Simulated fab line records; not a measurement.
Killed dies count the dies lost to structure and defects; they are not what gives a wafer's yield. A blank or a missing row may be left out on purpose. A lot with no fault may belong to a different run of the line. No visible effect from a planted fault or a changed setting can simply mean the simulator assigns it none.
Comparing a struck lot with a sound one	flow n5_finfet	15 steps out of a route of 1938
Sound: these wafers, L174.1, L174.4, L174.6. Struck: wafer L177.5 (L177.1, L177.6, from the same lot, were not struck and are left out); the cause is given at the end.
For every step that has rows: the tool of each side, followed by ch and its chambers, followed by its first start. Under that, the readings that differ: sound wafers	struck wafers	difference of the means	sigmas: that difference in standard deviations of wafers without a fault.
alike: words and numbers the same on both sides, and readings whose means are apart by under 2 such deviations; not compared: readings that were withheld, readings missing a value for some wafer, numbers with overlapping values and no deviation given by the record, and bounds like >300 which may hide the same value.
Wherever a step has rows on one side only, a row that says differs or no value, or a row with sigmas, the two part there. Numbers that don't overlap but have no deviation are shown without sigmas and don't part them. Lack of a reading on every wafer of one side parts them only where that side has two or more wafers.

N5_BEOL_M13_TRENCH_ETCH_34: etches SiOC in C4F8/O2/Ar, target depth 413.47 nm, time 162.6 s.
  sound on rie_diel-03 ch 0,2,3, day 14 09:57; struck on rie_diel-02 ch 3, day 15 01:49
reading	sound	struck	difference	sigmas
rf_vpp_V (V)	666 666 663	672	+7	+2
showerhead_plenum_p_Torr (Torr)	3.38 3.38 3.40	3.63	+0.24	+2
  alike: drypump_motor_current_A, oes_product_au, throttle_valve_pct
  not compared: rf_hours_counter_h
then, 1 step without rows for these wafers: N5_BEOL_M13_STRIP_70 (strips in C4F8/O2/Ar).
N5_BEOL_M13_OCD_MEAS_35:
  struck on ocd-01, day 15 01:59; sound on ocd-01, day 14 10:07
  alike: trench_depth_nm
N5_BEOL_M13_STRIP_37: strips in N2/H2.
  sound on plasma_asher-02 ch 0,1, day 14 10:10; struck on plasma_asher-01 ch 0, day 15 02:01
  alike: drypump_motor_current_A, heater_power_w, n2_flow_sccm, oes_product_au
  not compared: rf_hours_counter_h
then, 3 steps without rows for these wafers: N5_BEOL_M13_ETCH_38 (etches SiCN in CF4/N2, target depth 67.5 nm, time 71.9 s); N5_BEOL_M13_PRECLEAN_39 (cleans in residue remover, time 60 s); N5_BEOL_M13_SRD_40 (time 30 s, dry time 30 s).
N5_BEOL_M13_DEGAS_41: time 60 s.
  struck on pvd_sputter-01, day 15 03:50; sound on pvd_sputter-03, day 14 11:13
  alike: heater_power_w
then, 1 step without rows for these wafers: N5_BEOL_M13_PRE_CLEAN_42 (time 30 s).
N5_BEOL_M13_SPUTTER_43: material TaN, target thk 15 nm, time 24.19 s.
  struck on pvd_sputter-01, day 15 03:55; sound on pvd_sputter-03, day 14 11:18
reading	sound	struck	difference	sigmas
cathode_dc_power_W (W)	14998 14998 14999	15004	+6	+2
  alike: throttle_valve_pct
then, 2 steps without rows for these wafers: N5_BEOL_M13_SPUTTER_44 (material Ta, target thk 10 nm, time 16.13 s); N5_BEOL_M13_SPUTTER_45 (material Cu, target thk 80 nm, time 13.33 s).
N5_BEOL_M13_ECD_47: material Cu, target thk 936 nm.
  sound on ecd_cu-02 ch 0,1, day 14 11:35; struck on ecd_cu-01 ch 0, day 15 04:11
reading	sound	struck	difference	sigmas
model.Cu_of_BEOL_M13_ECD_47.thk_nm (nm)	926.8 916.6 919.8	533.8	-387.3	
N5_BEOL_M13_ANNEAL_48: time 90 s.
  sound on rtp_anneal-02 ch 0, day 14 12:02; struck on rtp_anneal-02 ch 0, day 15 04:21
  alike: wafer_temp_C_max
N5_PASSIVATION_PROBE_49:
  struck on prober-02, day 16 10:16; sound on prober-01, day 15 19:14
  alike: defect_limited_yield, killed_at_M0_to_M3, killed_at_M4_up, killed_at_contacts, killed_at_front_end, killed_at_other, killed_dies, killed_open, killed_short, sort_bin_5_function, sort_bin_6_memory, sort_n_pass, sort_yield_pct

== WHERE THEY PART ==
Earliest at N5_BEOL_M13_TRENCH_ETCH_34; latest, in this record, at N5_BEOL_M13_SPUTTER_43. Later steps at which nothing parts them and some readings are alike: N5_BEOL_M13_ANNEAL_48, N5_PASSIVATION_PROBE_49.

WHY: the cause the simulator had injected
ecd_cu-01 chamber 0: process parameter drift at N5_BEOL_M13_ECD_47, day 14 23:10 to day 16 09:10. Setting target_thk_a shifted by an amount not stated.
